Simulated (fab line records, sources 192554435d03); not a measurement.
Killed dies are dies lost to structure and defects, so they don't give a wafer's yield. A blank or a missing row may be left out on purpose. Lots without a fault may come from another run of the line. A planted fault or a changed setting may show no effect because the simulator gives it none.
Which tool did it? | flow n5_finfet | 11 lots, 33 wafers sampled, at 5 steps of a route of 1938

WHAT THE GAUGES READ, wafer by wafer
N5_BEOL_M12_CD_MEAS_10: target cd 140 nm.
lot  | measured     | on        | cd_nm (nm)
L753 | day 12 01:37 | cd_sem-03 | 141.4 141.6 141.6
L752 | day 12 01:40 | cd_sem-03 | 141.2 141.1 141.3
L756 | day 12 10:50 | cd_sem-03 | 139.9 140.2 140.2
L757 | day 12 11:14 | cd_sem-01 | 136.5 138.1 139.1
L759 | day 13 04:44 | cd_sem-01 | 142.2 142.1 139.9
L760 | day 13 05:17 | cd_sem-03 | 143.0 142.4 142.3
L761 | day 13 19:01 | cd_sem-01 | 139.2 140.5 140.4
L762 | day 14 01:31 | cd_sem-02 | 140.8 141.6 141.7
L763 | day 14 08:58 | cd_sem-02 | 137.8 139.7 139.3
L764 | day 14 13:36 | cd_sem-03 | 140.3 140.9 140.4
L773 | day 17 04:16 | cd_sem-02 | 134.0 134.7 133.3

N5_BEOL_M12_INSPECT_12: inspects for defects (macro).
lot  | measured     | on                | raw_defect_count
L753 | day 12 01:41 | defect_inspect-02 | 2 2 4
L752 | day 12 01:44 | defect_inspect-01 | 2 4 2
L756 | day 12 10:53 | defect_inspect-01 | 2 0 0
L757 | day 12 11:17 | defect_inspect-02 | 1 4 0
L759 | day 13 04:48 | defect_inspect-01 | 1 2 0
L760 | day 13 05:20 | defect_inspect-02 | 1 2 2
L761 | day 13 19:04 | defect_inspect-01 | 1 2 1
L762 | day 14 01:34 | defect_inspect-02 | 4 3 3
L763 | day 14 09:01 | defect_inspect-01 | 2 1 1
L764 | day 14 13:40 | defect_inspect-02 | 3 3 1
L773 | day 17 04:19 | defect_inspect-02 | 2 1 2

WHICH TOOL RAN EACH LOT (tool, then ch and the chambers of the sampled wafers, then the start)
lot  | N5_BEOL_M11_SURFACE_TREAT_76 | N5_BEOL_M11_SPUTTER_48       | N5_BEOL_M12_EXPOSE_07
L753 | pvd_sputter-02, day 11 23:16 | pvd_sputter-02, day 12 00:03 | krf_scanner-02 ch 0, day 12 01:27
L752 | pvd_sputter-02, day 11 23:23 | pvd_sputter-02, day 12 00:08 | krf_scanner-02 ch 0, day 12 01:31
L756 | pvd_sputter-01, day 12 08:53 | pvd_sputter-03, day 12 09:05 | krf_scanner-02 ch 0, day 12 10:40
L757 | pvd_sputter-03, day 12 09:26 | pvd_sputter-03, day 12 09:40 | krf_scanner-01 ch 0, day 12 11:04
L759 | pvd_sputter-01, day 13 02:28 | pvd_sputter-02, day 13 02:39 | krf_scanner-01 ch 0, day 13 04:35
L760 | pvd_sputter-03, day 13 03:28 | pvd_sputter-03, day 13 03:43 | krf_scanner-02 ch 0, day 13 05:07
L761 | pvd_sputter-01, day 13 16:58 | pvd_sputter-02, day 13 17:11 | krf_scanner-01 ch 0, day 13 18:50
L762 | pvd_sputter-03, day 13 23:40 | pvd_sputter-02, day 14 00:04 | krf_scanner-01 ch 0, day 14 01:21
L763 | pvd_sputter-02, day 14 07:09 | pvd_sputter-02, day 14 07:31 | krf_scanner-01 ch 0, day 14 08:47
L764 | pvd_sputter-03, day 14 11:41 | pvd_sputter-03, day 14 12:02 | krf_scanner-02 ch 0, day 14 13:26
L773 | pvd_sputter-03, day 17 02:33 | pvd_sputter-02, day 17 02:49 | krf_scanner-02 ch 0, day 17 04:06
- N5_BEOL_M11_SURFACE_TREAT_76
- N5_BEOL_M11_SPUTTER_48: material Cu, target thk 12 nm, time 2 s.
- N5_BEOL_M12_EXPOSE_07: exposes mask V11.

WHAT THE TOOLS THEMSELVES READ (means of the sampled wafers that have a number; where no wafer has one, the mark that the record gives instead)
N5_BEOL_M11_SPUTTER_48.
lot  | tool           | chuck_gas_flow_sccm (sccm) | chuck_sensor_temp_C (C) | throttle_valve_pct (%)
L753 | pvd_sputter-02 | 1.20                       | -15.8                   | 29.5
L752 | pvd_sputter-02 | 1.28                       | -16.2                   | 29.3
L756 | pvd_sputter-03 | 1.21                       | -16.4                   | 29.9
L757 | pvd_sputter-03 | 1.27                       | -16.3                   | 30.5
L759 | pvd_sputter-02 | 1.27                       | -16.3                   | 29.9
L760 | pvd_sputter-03 | 1.26                       | -16.4                   | 30.0
L761 | pvd_sputter-02 | 1.26                       | -16.1                   | 28.5
L762 | pvd_sputter-02 | 1.29                       | -16.3                   | 30.1
L763 | pvd_sputter-02 | 1.24                       | -16.0                   | 30.8
L764 | pvd_sputter-03 | 1.26                       | -16.4                   | 30.5
L773 | pvd_sputter-02 | 1.28                       | -16.5                   | 29.8

N5_BEOL_M12_EXPOSE_07.
lot  | tool           | exposure_dose_mJ_cm2
L753 | krf_scanner-02 | 32.54
L752 | krf_scanner-02 | 32.52
L756 | krf_scanner-02 | 32.52
L757 | krf_scanner-01 | 32.47
L759 | krf_scanner-01 | 32.48
L760 | krf_scanner-02 | 32.47
L761 | krf_scanner-01 | 32.47
L762 | krf_scanner-01 | 32.48
L763 | krf_scanner-01 | 32.47
L764 | krf_scanner-02 | 32.47
L773 | krf_scanner-02 | 32.67

THE ANSWER, worked out from the rows above alone
Rule: what is usual is taken from the lots themselves. Put in order of their means at a reading, lots are off if they are a third of the lots or fewer, leave a main group of 4 or more, and stand apart from it by a gap of 3 or more times the standard deviation of the main group's means; of several such gaps the widest counts. A main group whose means are all the same, to the digits that the tables above print for the reading, isn't used. A lot without any number at a reading at which 4 lots or more have one is off too. The other lots that the step has rows for count as sound. The gauges are gone through in route order, then the tools' own readings, and for those a lot's mean is taken as printed above. The first step at which some lot is off is used, and at that step the reading that is off furthest; a lot without a number counts as furthest.
Off: L773, at N5_BEOL_M12_EXPOSE_07 (exposure_dose_mJ_cm2). The main group: mean 32.49, standard deviation 0.025.
A tool fits if, at that step or a process step before it, it ran every lot that is off, and no sound lot after the first of them. Can't be told from this: 3 tools fit, pvd_sputter-03 at N5_BEOL_M11_SURFACE_TREAT_76, pvd_sputter-02 at N5_BEOL_M11_SPUTTER_48, krf_scanner-02 at N5_BEOL_M12_EXPOSE_07.

WHAT THE SIMULATOR HAD PUT IN
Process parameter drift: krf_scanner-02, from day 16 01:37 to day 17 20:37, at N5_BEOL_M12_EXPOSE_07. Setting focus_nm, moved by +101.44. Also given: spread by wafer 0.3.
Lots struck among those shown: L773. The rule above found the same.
